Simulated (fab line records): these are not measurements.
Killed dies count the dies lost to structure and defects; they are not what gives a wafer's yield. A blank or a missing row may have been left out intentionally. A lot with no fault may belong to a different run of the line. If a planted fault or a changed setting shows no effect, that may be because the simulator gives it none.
A lot that was struck, set against a sound lot | flow nand_harc | 26 steps out of a route of 1159
Sound: wafers L820.1, L820.3, L820.4. Struck: wafers L834.2, L834.3, L834.5. Last of all comes the cause.
Per side, at each step with rows, come the tool, then ch with its chambers, and then its first start. Under that, the readings that differ: sound wafers | struck wafers | difference of the means | sigmas: that difference in standard deviations of wafers without a fault.
alike: readings whose means differ by less than 2 such deviations, and words and numbers that are the same on both sides. not compared: withheld readings, readings that some wafer has no value for, bounds like >300 that may hide the same value, and numbers for which the record gives no deviation and whose values overlap.
The two part at a step that has a row with sigmas, a row that says differs or no value, or rows on one side only. Non-overlapping numbers with no deviation appear without sigmas and do not part them. Lack of a reading on every wafer of one side parts them only where that side has two or more wafers.

NHARC_A_M0_PRE_CLEAN_29: time 30 s.
  sound on pvd_sputter-01; struck on pvd_sputter-01
  alike: heater_power_w
NHARC_A_M0_PVD_20: deposits TaN, target thk 5 nm, time 8.06 s.
  sound on pvd_sputter-01; struck on pvd_sputter-01
  alike: cathode_dc_power_W, throttle_valve_pct
then, 3 steps without rows for these wafers: NHARC_A_M0_PVD_21 (deposits Cu, target thk 30 nm, time 20.49 s); NHARC_A_M0_ECD_22 (material Cu, target thk 400 nm); NHARC_A_M0_ANNEAL_30 (time 90 s).
NHARC_A_M0_CMP_23: polishes, t overpolish 20 s, target thk 113.75 nm.
  sound on cmp-04 ch 0,1,2, day 17 20:56; struck on cmp-01 ch 0,2,3, day 21 12:49
  alike: motor_current_A, time_to_endpoint_s
NHARC_A_M0_THK_MEAS_24: measures by xrf.
  sound on film_metro-02 at day 17 21:15; struck on film_metro-01 at day 21 13:08
  alike: thk_nm
following that, these wafers have no rows for 1 step: NHARC_A_M0_SRD_25.
NHARC_A_M0_INSPECT_27:
  sound on defect_inspect-01 at day 17 21:25; struck on defect_inspect-02 at day 21 13:17
  alike: raw_defect_count
NHARC_A_M0_PRE_CLEAN_31: time 12 s.
  sound on pecvd-01 ch 1,2, day 17 21:31; struck on pecvd-01 ch 1,2, day 21 13:22
  alike: heater_power_w
then, 1 step without rows for these wafers: NHARC_A_M0_DEP_32 (deposits SiCN, target thk 30 nm).
NHARC_A_M1_DEP_00: deposits SiOC, target thk 182.5 nm.
  sound on pecvd-01 ch 0,1,2, day 17 22:07; struck on pecvd-01 ch 0,1, day 21 13:52
then, 9 steps without rows for these wafers: NHARC_A_M1_DEHYDRATE_01 (time 120 s); NHARC_A_M1_HMDS_02 (time 30 s); NHARC_A_M1_COAT_34 (time 65 s); NHARC_A_M1_COAT_03 (resist thk 90 nm); NHARC_A_M1_SOFTBAKE_04 (time 55 s); NHARC_A_M1_EBR_05; NHARC_A_M1_EXPOSE_06 (exposes mask A M1, target cd 120 nm); NHARC_A_M1_PEB_07 (peb time 65 s); NHARC_A_M1_DEVELOP_08 (develop time 35 s).
NHARC_A_M1_CD_MEAS_09 targets a cd of 120 nm.
  sound on cd_sem-02 ch 0, day 17 22:58; struck on cd_sem-03 ch 0, day 21 14:32
  alike: cd_nm
NHARC_A_M1_OVL_MEAS_10: pitch 240 nm.
  sound on overlay-02 at day 17 23:03; struck on overlay-02 at day 21 14:38
  alike: overlay_x_nm, overlay_y_nm
NHARC_A_M1_INSPECT_11:
  sound on defect_inspect-02 at day 17 23:05; struck on defect_inspect-02 at day 21 14:40
  reading          | sound    | struck      | difference | sigmas
  raw_defect_count | 18 28 20 | 868 834 806 | +814       | +54
NHARC_A_M1_DESCUM_14: chemistry O2, time 3 s.
  sound on rie_diel-03 ch 0,1,2, day 17 23:09; struck on rie_diel-13 ch 0,3, day 21 14:44
  alike: drypump_motor_current_A, oes_product_au, rf_vpp_V, showerhead_plenum_p_Torr, throttle_valve_pct
  not compared: rf_hours_counter_h
NHARC_END_SORT_01:
  here the record holds rows for the struck wafers (prober-01 ch 0, day 23 05:41) but none for the sound ones

## WHERE THEY PART
Earliest at NHARC_A_M1_INSPECT_11; latest, in this record, at NHARC_END_SORT_01.

WHY: what the simulator had put in
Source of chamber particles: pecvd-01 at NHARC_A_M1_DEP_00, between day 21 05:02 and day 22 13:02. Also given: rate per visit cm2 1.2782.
